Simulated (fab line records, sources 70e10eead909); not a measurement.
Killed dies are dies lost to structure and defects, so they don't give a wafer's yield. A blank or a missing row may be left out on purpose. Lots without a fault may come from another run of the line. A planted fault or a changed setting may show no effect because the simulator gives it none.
Chamber matching | flow nand_harc | NHARC_A_STAIRCASE_ETCH_253 on rie_diel-01: 4 sister chambers
The step etches the open film in C4F8/O2, target depth 50 nm, time 20.2 s. 18 wafers are shown with their chamber, then 9 later ones without.

WAFERS WITH THEIR CHAMBER
wafer  | chamber | rf_vpp_V (V) | oes_product_au (a.u.)
L074.1 | 1       | 889          | 0.947
L074.3 | 2       | 891          | 0.962
L074.5 | 0       | 900          | 0.949
L080.1 | 3       | 896          | 0.972
L080.2 | 0       | 902          | 0.966
L080.6 | 3       | 894          | 0.966
L081.1 | 1       | 887          | 0.923
L081.3 | 0       | 899          | 0.931
L081.6 | 1       | 888          | 0.916
L085.1 | 3       | 896          | 0.945
L085.3 | 1       | 887          | 0.942
L085.4 | 2       | 890          | 0.943
L087.1 | 3       | 894          | 0.966
L087.2 | 2       | 891          | 0.972
L087.3 | 1       | 906          | 0.959
L093.1 | 2       | 893          | 0.940
L093.2 | 1       | 906          | 0.944
L093.3 | 3       | 894          | 0.936

SIGNATURES (means of the wafers above)
reading        | chamber 0 | chamber 1 | chamber 2 | chamber 3 | scatter within a chamber
rf_vpp_V       | 900.33    | 893.83    | 891.25    | 894.80    | 5.74
oes_product_au | 0.94867   | 0.93850   | 0.95425   | 0.95700   | 0.016
Rule: a wafer's distance from a chamber is the root of the sum, over the readings, of the square of ((its reading less the chamber's mean) divided by the reading's scatter). The wafer belongs to the nearest chamber; if the next one is less than 2 further off, it can't be placed. The scatter: the root of (the sum of the squares of (reading less its chamber's mean) over the shown wafers, divided by (wafers less chambers)).

WAFERS WITHOUT THEIR CHAMBER
wafer  | rf_vpp_V (V) | oes_product_au (a.u.)
L094.1 | 900          | 0.951
L094.3 | 895          | 0.946
L094.5 | 901          | 0.959
L096.1 | 904          | 0.925
L096.4 | 890          | 0.933
L096.5 | 900          | 0.931
L097.1 | 891          | 0.933
L097.2 | 901          | 0.938
L097.3 | 895          | 0.933

WHICH CHAMBER EACH WENT THROUGH
wafer  | from the rows above               | in truth
L094.1 | can't be placed: 0 or 3 or 1 or 2 | 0
L094.3 | can't be placed: 1 or 3 or 2 or 0 | 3
L094.5 | can't be placed: 0 or 3 or 2 or 1 | 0
L096.1 | can't be placed: 0 or 1 or 3 or 2 | 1
L096.4 | can't be placed: 1 or 2 or 3 or 0 | 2
L096.5 | can't be placed: 0 or 1 or 3 or 2 | 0
L097.1 | can't be placed: 1 or 2 or 3 or 0 | 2
L097.2 | can't be placed: 0 or 1 or 3 or 2 | 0
L097.3 | can't be placed: 1 or 0 or 2 or 3 | 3
Placed correctly: 0 of 9. Can't be placed from these rows: 9 (the true chamber is among the candidates in 9). Placed wrongly: 0.
